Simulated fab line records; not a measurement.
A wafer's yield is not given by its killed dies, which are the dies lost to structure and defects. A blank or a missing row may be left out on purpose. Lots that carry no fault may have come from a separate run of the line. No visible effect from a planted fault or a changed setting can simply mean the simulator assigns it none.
fab line records	flow n5-finfet	part 1 of 2: steps 1 to 4 of 6
[record] lots = 22	wafers = 66	last-day = 18
route steps=1938 shown BEOL_M14@1746 BEOL_M15@1787
lots that met no fault: from a run of the same line without faults
start-h: start of the lot's first displayed wafer, in hours after the record's first day	wait-h: hours since the lot's step before	" the same as in the row above	L1.1+2: a single row standing in for several wafers	- no value present, or no start provided	* or withheld: withheld	< > ~ a bound
route shown NAME@n: names a module that has steps shown in the file, with the first one's number in the route	usual: mean/standard deviation of fault-free wafers	same: alike in all rows	chamber/n: place in a boat	sites: readings site by site	_std_site: standard deviation of those values	_edge_site: the outer-site mean with the inner-site mean subtracted	radius-mm: how far each site lies from the wafer's centre	mask NAME#n: copy n	behind: the last tool/chamber to shape the wafer	hold: cause of the lot's hold/its duration in hours/its outcome	device: the transistor (n, p or np) that didn't switch	end of line: tests of these same wafers at the route's end	step lacking rows: just its recipe	killed: dies that structure and defects cost at the first sort, which is not the same as the wafer's yield	map: dies across one wafer; x = killed, . = not, _ = none there
set.NAME: the run value of the setting; set.NAME@STEP: its run value at that earlier step	model.NAME: the simulator's own value behind a step, which no gauge read
route steps across a sampled set of lots; one table per step, one row per wafer
services: the hour from which a tool's chamber was out of use, counted from the record's first day as start-h (under 0 if before that day), plus the number of hours and why
[[steps]]
[step N5_BEOL_M14_CD_MEAS_28]
[recipe] target-cd-nm = 284.4	landing-energy-ev = 500	detector = se-inlens
[usual] cd-nm = 284.5/1.3
lot.wafer	tool	chamber	start-h	wait-h	cd-nm
L074.3	cd-sem-02	0	246.31	-	286.2
L074.4	"	0	"	"	283.9
L074.5	"	0	"	"	285.6
L075.1	cd-sem-03	0	265.23	-	282.8
L075.2	"	0	"	"	284.6
L075.5	"	0	"	"	283.2
L076.2	cd-sem-02	0	270.90	-	283.5
L076.3	"	0	"	"	283.9
L076.4	"	0	"	"	283.9
L078.1	cd-sem-03	0	290.23	-	283.1
L078.2	"	0	"	"	283.7
L078.5	"	0	"	"	284.6
L079.2	cd-sem-02	0	290.57	-	284.9
L079.4	"	0	"	"	283.7
L079.6	"	0	"	"	282.6
L081.1	cd-sem-02	0	303.68	-	282.0
L081.3	"	0	"	"	285.5
L081.6	"	0	"	"	285.0
L080.1	cd-sem-03	0	306.83	-	286.4
L080.2	"	0	"	"	284.7
L080.4	"	0	"	"	284.5
L083.1	cd-sem-01	0	310.02	-	284.7
L083.3	"	0	"	"	285.2
L083.4	"	0	"	"	284.5
L084.1	cd-sem-01	0	312.28	-	286.4
L084.3	"	0	"	"	285.2
L084.6	"	0	"	"	285.3
L082.1	cd-sem-03	0	319.16	-	282.8
L082.3	"	0	"	"	282.7
L082.5	"	0	"	"	283.9
L086.4	cd-sem-02	0	330.12	-	286.1
L086.5	"	0	"	"	285.1
L086.6	"	0	"	"	283.5
L085.3	cd-sem-01	0	332.39	-	284.8
L085.4	"	0	"	"	284.7
L085.5	"	0	"	"	287.4
L088.2	cd-sem-03	0	345.57	-	282.4
L088.4	"	0	"	"	281.5
L088.5	"	0	"	"	283.4
L087.1	cd-sem-03	0	350.35	-	286.7
L087.2	"	0	"	"	286.5
L087.5	"	0	"	"	287.5
L089.1	cd-sem-01	0	355.35	-	284.8
L089.5	"	0	"	"	286.7
L089.6	"	0	"	"	284.2
L090.1	cd-sem-03	0	361.90	-	283.4
L090.2	"	0	"	"	283.3
L090.5	"	0	"	"	284.8
L091.2	cd-sem-01	0	362.58	-	284.8
L091.3	"	0	"	"	284.4
L091.6	"	0	"	"	285.6
L093.3	cd-sem-03	0	386.26	-	283.2
L093.5	"	0	"	"	284.8
L093.6	"	0	"	"	285.6
L095.2	cd-sem-03	0	389.85	-	284.6
L095.3	"	0	"	"	284.0
L095.5	"	0	"	"	283.7
L094.1	cd-sem-03	0	392.93	-	284.0
L094.2	"	0	"	"	284.4
L094.6	"	0	"	"	284.3
L096.1	cd-sem-01	0	399.32	-	284.3
L096.2	"	0	"	"	284.1
L096.4	"	0	"	"	285.5
L097.1	cd-sem-03	0	417.62	-	286.3
L097.4	"	0	"	"	287.5
L097.6	"	0	"	"	285.7
[step N5_BEOL_M14_ETCH_38]
[recipe] chemistry = CF4/N2	target = SiCN	target-depth-a = 1065	taper-deg = 2	time-s = 120.6	ion-energy-ev = 150	mask-material = SiO2	pressure-mtorr = 40	source-w = 430	bias-w = 70	Ar_flow_sccm = 100	cf4-flow-sccm = 60	n2-flow-sccm = 60
[usual] drypump-motor-current-A = 5.9/0.38	oes-product-au = 0.83/0.084	rf-fwd-power-W = 428.4/1.3	rf-vpp-V = 382.5/2.5	showerhead-plenum-p-Torr = 2.21/0.1	throttle-valve-pct = 15.37/0.25
lot.wafer	tool	chamber	start-h	wait-h	drypump-motor-current-A	oes-product-au	rf-fwd-power-W	rf-hours-counter-h	rf-vpp-V	showerhead-plenum-p-Torr	throttle-valve-pct
L074.3	rie-diel-05	3	-	-	5.8	0.92	429.3	15	384.7	2.35	15.08
L074.4	"	0	"	"	5.3	0.71	428.3	243	379.9	2.09	15.99
L074.5	"	3	"	"	5.8	0.93	427.6	-	385.6	2.35	15.07
L075.1	rie-diel-05	1	-	-	5.9	0.68	427.4	228	379.1	2.09	15.29
L075.2	"	3	"	"	5.8	0.92	428.2	22	386.4	2.35	15.10
L075.5	"	1	"	"	5.9	0.68	431.4	-	377.7	2.09	15.28
L076.2	rie-diel-05	2	-	-	5.4	0.90	429.3	35	385.5	2.34	15.20
L076.3	"	1	"	"	6.0	0.68	428.8	231	379.6	2.09	15.29
L076.4	"	2	"	"	5.4	0.90	427.8	-	385.0	2.34	15.22
L078.1	rie-diel-05	0	-	-	5.3	1.00	426.5	2	384.3	2.35	15.48
L078.2	"	1	"	"	5.9	0.67	430.9	238	380.4	2.09	15.30
L078.5	"	3	"	"	5.8	0.90	429.9	-	384.7	2.34	15.12
L079.2	rie-diel-03	1	-	-	5.9	0.86	426.9	58	383.9	2.24	15.63
L079.4	"	1	"	"	5.9	0.86	428.6	-	384.0	2.24	15.64
L079.6	"	2	"	"	6.2	0.71	428.5	-	378.8	2.02	15.79
L081.1	rie-diel-05	1	-	-	5.9	0.67	427.7	245	380.4	2.09	15.31
L081.3	"	2	"	"	5.4	0.87	429.1	50	384.4	2.33	15.25
L081.6	"	3	"	"	5.7	0.89	428.5	-	384.3	2.34	15.12
L080.1	rie-diel-06	3	-	-	6.5	0.85	428.3	59	379.6	2.15	15.26
L080.2	"	0	"	"	5.8	0.77	429.1	151	380.1	2.12	15.42
L080.4	"	2	"	"	6.3	0.90	427.9	49	380.9	2.15	15.25
L083.1	rie-diel-06	3	-	-	6.4	0.84	430.0	59	380.7	2.15	15.25
L083.3	"	1	"	"	5.4	0.83	428.7	85	385.2	2.32	15.31
L083.4	"	0	"	"	5.8	0.77	429.3	152	381.5	2.12	15.40
L084.1	rie-diel-06	2	-	-	6.3	0.89	428.0	50	380.6	2.15	15.27
L084.3	"	0	"	"	5.8	0.76	428.5	152	380.1	2.12	15.40
L084.6	"	2	"	"	6.3	0.91	428.3	-	381.5	2.15	15.25
L082.1	rie-diel-06	0	-	-	5.8	0.76	429.2	155	380.8	2.12	15.40
L082.3	"	1	"	"	5.4	0.82	429.0	89	384.2	2.31	15.31
L082.5	"	1	"	"	5.4	0.83	428.3	-	385.2	2.31	15.33
L086.4	rie-diel-03	3	-	-	6.1	0.74	426.9	162	384.3	2.30	15.79
L086.5	"	1	"	"	5.9	0.84	427.7	-	383.0	2.24	15.65
L086.6	"	0	"	"	5.5	0.95	428.2	-	382.6	2.16	14.99
L085.3	rie-diel-05	2	-	-	5.4	0.86	430.3	59	384.6	2.33	15.27
L085.4	"	2	"	"	5.4	0.87	428.5	-	385.3	2.33	15.25
L085.5	"	0	"	"	5.3	0.94	426.8	-	385.7	2.35	15.53
L088.2	rie-diel-06	2	-	-	6.3	0.89	428.4	60	380.8	2.15	15.27
L088.4	"	2	"	"	6.3	0.88	428.0	-	381.9	2.15	15.28
L088.5	"	1	"	"	5.4	0.81	428.9	-	386.2	2.31	15.33
L087.1	rie-diel-03	0	-	-	5.6	0.92	427.0	26	381.5	2.16	15.02
L087.2	"	3	"	"	6.1	0.73	429.1	169	384.6	2.30	15.79
L087.5	"	1	"	"	5.9	0.83	425.4	-	382.1	2.23	15.67
L089.1	rie-diel-03	3	-	-	6.1	0.73	427.4	171	385.2	2.30	15.79
L089.5	"	3	"	"	6.1	0.73	426.4	-	385.0	2.30	15.81
L089.6	"	2	"	"	6.2	0.69	428.4	-	377.7	2.01	15.84
L090.1	rie-diel-06	2	-	-	6.3	0.87	427.1	67	380.7	2.15	15.29
L090.2	"	3	"	"	6.5	0.81	428.8	78	381.0	2.15	15.30
L090.5	"	3	"	"	6.5	0.82	429.1	-	379.7	2.15	15.30
L091.2	rie-diel-05	2	-	-	5.4	0.84	431.7	72	385.7	2.32	15.28
L091.3	"	3	"	"	5.8	0.86	428.5	60	386.5	2.33	15.17
L091.6	"	2	"	"	5.4	0.85	428.9	-	385.6	2.32	15.29
L093.3	rie-diel-03	1	-	-	5.9	0.82	430.0	92	382.8	2.23	15.69
L093.5	"	0	"	"	5.6	0.90	427.9	-	382.0	2.16	15.05
L093.6	"	3	"	"	6.2	0.72	428.7	-	383.4	2.29	15.81
L095.2	rie-diel-06	3	-	-	6.4	0.81	429.6	89	379.5	2.14	15.33
L095.3	"	0	"	"	5.7	0.75	427.8	175	380.9	2.11	15.44
L095.5	"	1	"	"	5.4	0.80	426.6	-	385.7	2.31	15.37
L094.1	rie-diel-06	1	-	-	5.4	0.79	427.9	115	385.5	2.30	15.39
L094.2	"	2	"	"	6.3	0.85	425.9	79	381.4	2.14	15.29
L094.6	"	1	"	"	5.4	0.79	429.0	-	384.4	2.31	15.38
L096.1	rie-diel-03	3	-	-	6.1	0.71	429.4	187	384.7	2.29	15.82
L096.2	"	0	"	"	5.6	0.89	429.8	43	381.4	2.15	15.06
L096.4	"	3	"	"	6.2	0.72	430.3	-	382.8	2.29	15.83
L097.1	rie-diel-06	2	-	-	6.3	0.83	430.5	87	382.0	2.14	15.33
L097.4	"	1	"	"	5.3	0.80	427.2	123	385.4	2.30	15.39
L097.6	"	1	"	"	5.3	0.79	428.4	-	383.8	2.30	15.38
[step N5_BEOL_M15_ETCH_59]
[recipe] chemistry = N2/H2	target = BARC	target-depth-a = 890	overetch-a = 267	time-s = 67.9	ion-energy-ev = 200	pressure-mtorr = 30	source-w = 840	bias-w = 150	n2-flow-sccm = 200	h2-flow-sccm = 200
[usual] drypump-motor-current-A = 5.6/0.33	oes-product-au = 0.69/0.072	rf-fwd-power-W = 832/3.3	rf-vpp-V = 524.6/2.7	showerhead-plenum-p-Torr = 2.57/0.092	throttle-valve-pct = 17.79/0.24
lot.wafer	tool	chamber	start-h	wait-h	drypump-motor-current-A	oes-product-au	rf-fwd-power-W	rf-hours-counter-h	rf-vpp-V	showerhead-plenum-p-Torr	throttle-valve-pct
L074.3	rie-diel-01	1	249.65	0.0	5.8	0.60	829	232	522.6	2.51	18.38
L074.4	"	2	"	"	5.3	0.71	834	62	522.9	2.48	17.41
L074.5	"	2	"	"	5.4	0.71	832	-	521.4	2.48	17.42
L075.1	rie-diel-04	2	270.51	0.0	5.5	0.64	824	189	525.9	2.64	17.89
L075.2	"	3	"	"	5.2	0.77	841	26	527.3	2.71	17.50
L075.5	"	1	"	"	5.2	0.71	827	-	522.2	2.46	17.99
L076.2	rie-diel-02	2	274.54	0.0	6.0	0.62	830	191	520.5	2.43	18.05
L076.3	"	1	"	"	5.7	0.76	833	43	527.7	2.69	17.59
L076.4	"	3	"	"	5.9	0.59	830	242	526.5	2.60	18.04
L078.1	rie-diel-04	2	294.72	0.0	5.5	0.63	827	197	526.0	2.63	17.89
L078.2	"	0	"	"	5.0	0.61	829	228	526.4	2.63	17.96
L078.5	"	1	"	"	5.2	0.70	832	-	521.6	2.46	18.00
L079.2	rie-diel-02	2	294.90	0.0	6.0	0.61	830	195	520.0	2.43	18.06
L079.4	"	3	"	"	6.0	0.59	827	246	525.7	2.60	18.05
L079.6	"	1	"	"	5.7	0.75	831	-	527.4	2.69	17.59
L081.1	rie-diel-01	3	311.88	0.0	5.3	0.75	835	35	521.5	2.48	17.55
L081.3	"	1	"	"	5.8	0.60	834	253	522.6	2.50	18.42
L081.6	"	2	"	"	5.3	0.70	832	-	522.5	2.47	17.43
L080.1	rie-diel-02	1	312.78	0.0	5.7	0.74	830	54	528.7	2.68	17.59
L080.2	"	2	"	"	6.0	0.61	831	202	520.0	2.42	18.08
L080.4	"	3	"	"	5.9	0.59	833	-	526.5	2.60	18.05
L083.1	rie-diel-01	3	314.89	0.0	5.3	0.75	837	36	520.7	2.48	17.54
L083.3	"	1	"	"	5.8	0.59	832	254	523.9	2.50	18.42
L083.4	"	0	"	"	5.9	0.67	833	106	524.8	2.56	17.52
L084.1	rie-diel-02	2	315.39	0.0	6.0	0.61	834	204	520.1	2.42	18.06
L084.3	"	1	"	"	5.7	0.75	834	55	527.3	2.68	17.62
L084.6	"	2	"	"	6.0	0.61	835	-	521.3	2.42	18.08
L082.1	rie-diel-04	3	323.56	0.0	5.2	0.74	842	42	528.0	2.70	17.53
L082.3	"	0	"	"	4.9	0.61	833	235	525.4	2.62	17.96
L082.5	"	0	"	"	4.9	0.60	834	-	524.9	2.62	17.96
L086.4	rie-diel-02	1	333.65	0.0	5.7	0.74	829	-	526.7	2.68	17.63
L086.5	"	2	"	"	6.0	0.60	835	-	520.6	2.42	18.07
L086.6	"	0	"	"	5.8	0.79	834	-	525.6	2.59	17.67
L085.3	rie-diel-02	2	336.71	0.0	6.0	0.60	836	213	520.7	2.42	18.09
L085.4	"	1	"	"	5.7	0.74	832	-	528.5	2.68	17.62
L085.5	"	0	"	"	5.8	0.79	838	-	524.2	2.59	17.69
L088.2	rie-diel-04	2	350.55	0.0	5.5	0.63	830	213	526.3	2.63	17.91
L088.4	"	3	"	"	5.1	0.73	833	49	528.7	2.70	17.52
L088.5	"	2	"	"	5.4	0.63	832	-	527.3	2.63	17.89
L087.1	rie-diel-02	2	355.27	0.0	6.0	0.60	833	218	521.8	2.42	18.13
L087.2	"	1	"	"	5.7	0.74	829	70	526.7	2.68	17.62
L087.5	"	0	"	"	5.8	0.80	835	-	525.9	2.59	17.68
L089.1	rie-diel-04	0	360.88	0.0	4.9	0.60	829	247	525.7	2.62	18.00
L089.5	"	2	"	"	5.5	0.62	835	-	525.8	2.63	17.93
L089.6	"	3	"	"	5.2	0.72	839	-	527.8	2.70	17.56
L090.1	rie-diel-02	0	366.53	0.0	5.8	0.77	837	17	526.2	2.59	17.71
L090.2	"	1	"	"	5.7	0.72	833	73	526.9	2.67	17.63
L090.5	"	0	"	"	5.8	0.77	834	-	526.3	2.59	17.70
L091.2	rie-diel-01	0	366.84	0.0	5.9	0.66	837	123	523.6	2.55	17.55
L091.3	"	2	"	"	5.4	0.68	829	97	520.5	2.46	17.48
L091.6	"	1	"	"	5.8	0.80	832	-	522.3	2.49	17.92
L093.3	rie-diel-02	3	391.63	0.0	5.9	0.78	836	13	526.7	2.59	17.60
L093.5	"	1	"	"	5.7	0.71	832	-	527.6	2.67	17.65
L093.6	"	0	"	"	5.8	0.76	833	-	527.1	2.59	17.72
L095.2	rie-diel-02	2	397.34	0.0	6.0	0.60	830	229	520.5	2.41	18.10
L095.3	"	3	"	"	5.9	0.77	830	15	525.7	2.59	17.63
L095.5	"	2	"	"	6.0	0.59	829	-	520.2	2.41	18.13
L094.1	rie-diel-04	1	397.70	0.0	5.2	0.68	835	123	522.5	2.44	18.06
L094.2	"	3	"	"	5.2	0.71	832	64	526.1	2.69	17.56
L094.6	"	3	"	"	5.2	0.72	834	-	527.7	2.69	17.56
L096.1	rie-diel-04	2	408.81	0.0	5.5	0.61	831	232	524.8	2.62	17.95
L096.2	"	3	"	"	5.2	0.71	833	67	527.0	2.69	17.56
L096.4	"	1	"	"	5.2	0.67	827	126	519.3	2.44	18.07
L097.1	rie-diel-01	3	422.13	0.0	5.3	0.70	832	70	521.6	2.47	17.60
L097.4	"	0	"	"	5.9	0.65	832	139	525.1	2.54	17.59
L097.6	"	3	"	"	5.3	0.70	832	-	522.2	2.47	17.62
[step N5_BEOL_M15_ETCH_57]
[recipe] chemistry = N2/H2	target = SOC	source-w = 3000	bias-w = 350	time-s = 750	ion-energy-ev = 200	pressure-mtorr = 30	n2-flow-sccm = 200	h2-flow-sccm = 200
[usual] drypump-motor-current-A = 5.5/0.32	oes-product-au = 0.80/0.079	rf-fwd-power-W = 2997/9.3	rf-vpp-V = 524.2/2.5	showerhead-plenum-p-Torr = 2.55/0.087	throttle-valve-pct = 17.67/0.27
lot.wafer	tool	chamber	start-h	wait-h	drypump-motor-current-A	oes-product-au	rf-fwd-power-W	rf-hours-counter-h	rf-vpp-V	showerhead-plenum-p-Torr	throttle-valve-pct
L074.3	rie-diel-01	0	250.22	-	5.9	0.81	2991	85	525.1	2.57	17.38
L074.4	"	1	"	"	5.8	0.70	3012	232	524.0	2.51	18.27
L074.5	"	1	"	"	5.8	0.70	3008	-	523.9	2.51	18.26
L075.1	rie-diel-01	3	271.07	-	5.3	0.91	3006	22	521.0	2.49	17.42
L075.2	"	2	"	"	5.4	0.83	2992	66	522.3	2.48	17.33
L075.5	"	1	"	"	5.8	0.70	2980	-	522.3	2.50	18.27
L076.2	rie-diel-02	1	275.10	-	5.7	0.90	3000	43	527.5	2.69	17.48
L076.3	"	2	"	"	6.0	0.72	2997	191	521.2	2.43	17.94
L076.4	"	3	"	"	5.9	0.69	2996	242	523.5	2.60	17.93
L078.1	rie-diel-01	1	295.33	-	5.7	0.69	3003	248	520.9	2.50	18.30
L078.2	"	3	"	"	5.3	0.90	2993	29	521.5	2.49	17.43
L078.5	"	2	"	"	5.4	0.83	3000	-	521.8	2.47	17.34
L079.2	rie-diel-01	2	295.81	-	5.4	0.82	2988	74	523.0	2.47	17.32
L079.4	"	3	"	"	5.3	0.90	3000	29	522.1	2.49	17.43
L079.6	"	2	"	"	5.4	0.83	2987	-	522.3	2.47	17.34
L081.1	rie-diel-04	3	312.57	-	5.2	0.88	3012	39	528.5	2.71	17.39
L081.3	"	1	"	"	5.2	0.82	3002	96	520.7	2.45	17.90
L081.6	"	3	"	"	5.2	0.88	2995	-	528.3	2.71	17.41
L080.1	rie-diel-04	2	313.34	-	5.5	0.73	2981	203	525.8	2.63	17.80
L080.2	"	3	"	"	5.2	0.87	3001	39	527.8	2.71	17.41
L080.4	"	1	"	"	5.2	0.82	3001	96	520.8	2.45	17.89
L083.1	rie-diel-04	3	315.51	-	5.2	0.87	3010	40	529.3	2.71	17.40
L083.3	"	0	"	"	5.0	0.70	2995	233	526.6	2.63	17.85
L083.4	"	2	"	"	5.5	0.72	3000	204	526.6	2.63	17.77
L084.1	rie-diel-01	3	315.95	-	5.3	0.88	3004	37	522.7	2.48	17.46
L084.3	"	2	"	"	5.4	0.82	2984	81	520.5	2.47	17.35
L084.6	"	3	"	"	5.3	0.88	3013	-	521.5	2.48	17.46
L082.1	rie-diel-01	3	324.13	-	5.3	0.87	2996	39	522.4	2.48	17.45
L082.3	"	2	"	"	5.4	0.81	3011	83	521.6	2.47	17.33
L082.5	"	3	"	"	5.3	0.87	3000	-	522.8	2.48	17.44
L086.4	rie-diel-04	3	334.70	-	5.1	0.86	2995	45	527.7	2.70	17.38
L086.5	"	2	"	"	5.5	0.73	2981	-	525.9	2.63	17.79
L086.6	"	1	"	"	5.2	0.81	2993	-	521.8	2.45	17.92
L085.3	rie-diel-02	0	337.28	-	5.8	0.94	3005	9	526.2	2.59	17.57
L085.4	"	1	"	"	5.7	0.87	3004	-	529.5	2.68	17.51
L085.5	"	2	"	"	6.0	0.70	3002	-	520.1	2.42	17.98
L088.2	rie-diel-04	0	351.12	-	5.0	0.69	2980	243	524.9	2.62	17.87
L088.4	"	2	"	"	5.5	0.73	2999	213	525.7	2.63	17.80
L088.5	"	2	"	"	5.5	0.73	2988	-	525.8	2.63	17.82
L087.1	rie-diel-01	3	355.92	-	5.3	0.86	2995	50	523.0	2.48	17.46
L087.2	"	0	"	"	5.8	0.78	2987	120	526.1	2.55	17.44
L087.5	"	0	"	"	5.9	0.77	3002	-	524.7	2.55	17.45
L089.1	rie-diel-04	3	361.45	-	5.2	0.87	2997	53	529.0	2.70	17.42
L089.5	"	1	"	"	5.2	0.79	2997	-	521.6	2.45	17.92
L089.6	"	2	"	"	5.5	0.73	2992	-	526.4	2.63	17.83
L090.1	rie-diel-04	0	367.11	-	4.9	0.69	3004	249	525.2	2.62	17.88
L090.2	"	1	"	"	5.2	0.80	2992	112	521.1	2.45	17.92
L090.5	"	0	"	"	4.9	0.69	3006	-	524.9	2.62	17.88
L091.2	rie-diel-04	2	367.59	-	5.5	0.72	2997	219	526.3	2.62	17.82
L091.3	"	0	"	"	4.9	0.69	2998	249	524.3	2.62	17.89
L091.6	"	3	"	"	5.2	0.84	3011	-	528.1	2.70	17.45
L093.3	rie-diel-01	3	392.20	-	5.3	0.85	3010	61	522.8	2.47	17.47
L093.5	"	3	"	"	5.3	0.84	3003	-	522.4	2.47	17.49
L093.6	"	2	"	"	5.4	0.79	2991	-	521.9	2.46	17.38
L095.2	rie-diel-01	0	397.93	-	5.9	0.75	2990	133	524.0	2.55	17.47
L095.3	"	1	"	"	5.8	0.91	2989	14	521.2	2.49	17.84
L095.5	"	0	"	"	5.9	0.76	2994	-	523.2	2.55	17.47
L094.1	rie-diel-02	2	398.30	-	6.0	0.69	2989	229	522.3	2.41	18.01
L094.2	"	0	"	"	5.8	0.90	3015	28	525.3	2.59	17.61
L094.6	"	1	"	"	5.7	0.85	2996	-	527.0	2.67	17.56
L096.1	rie-diel-02	3	409.37	-	5.9	0.91	2996	19	525.7	2.59	17.51
L096.2	"	0	"	"	5.8	0.90	2996	31	525.2	2.58	17.61
L096.4	"	2	"	"	6.0	0.69	2992	233	519.0	2.41	18.01
L097.1	rie-diel-04	0	422.80	-	4.9	0.93	2999	12	525.7	2.61	17.47
L097.4	"	1	"	"	5.2	0.78	2999	132	522.1	2.44	17.95
L097.6	"	2	"	"	5.5	0.70	2990	-	527.2	2.62	17.86
